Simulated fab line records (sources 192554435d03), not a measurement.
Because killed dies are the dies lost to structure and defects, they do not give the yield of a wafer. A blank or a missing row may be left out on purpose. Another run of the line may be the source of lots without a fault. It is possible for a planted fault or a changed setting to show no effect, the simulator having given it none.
Chamber matching -- flow n5_finfet -- N5_BEOL_M5_CURE_80 on uv_cure-02: 3 sister chambers
The step cures SiCOH lowk, time 120 s. 6 wafers are shown with their chamber, then 7 later ones without.

## WAFERS, EACH WITH ITS CHAMBER
wafer,chamber,wafer_temp_C_max,lamp_power_pct (%)
L079.3,0,372.0,52.23
L079.5,0,373.4,52.36
L088.2,1,371.5,52.24
L088.3,1,372.1,52.33
L092.2,2,371.3,52.37
L092.4,2,371.3,52.41

## WAFERS WHOSE CHAMBER IS MISSING
wafer,wafer_temp_C_max,lamp_power_pct (%)
L092.6,371.3,52.23
L095.4,372.1,52.23
L095.5,372.0,52.30
L095.6,372.1,52.32
L097.2,371.7,52.23
L097.3,371.5,52.30
L097.6,371.6,52.36

## CHAMBER TAKEN BY EACH
wafer,from the rows above,in truth
L092.6,can't be placed: 1 or 2 or 0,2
L095.4,can't be placed: 1 or 0 or 2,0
L095.5,can't be placed: 1 or 0 or 2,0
L095.6,can't be placed: 1 or 0 or 2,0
L097.2,can't be placed: 1 or 0 or 2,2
L097.3,can't be placed: 1 or 2 or 0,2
L097.6,can't be placed: 2 or 1 or 0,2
0 of 7 placed correctly. Not placeable from these rows: 7 (in 7, the candidates include the true chamber). 0 placed wrongly.
How it was worked out, from the rows above alone: a wafer's distance from a chamber is the root of the sum, over the readings, of the square of ((its reading less the chamber's mean) divided by the reading's scatter). The wafer belongs to the nearest chamber; if the next one is less than 2 further off, it can't be placed. A chamber's mean is the mean of its shown wafers. The scatter: the root of (the sum of the squares of (reading less its chamber's mean) over the shown wafers, divided by (wafers less chambers)).
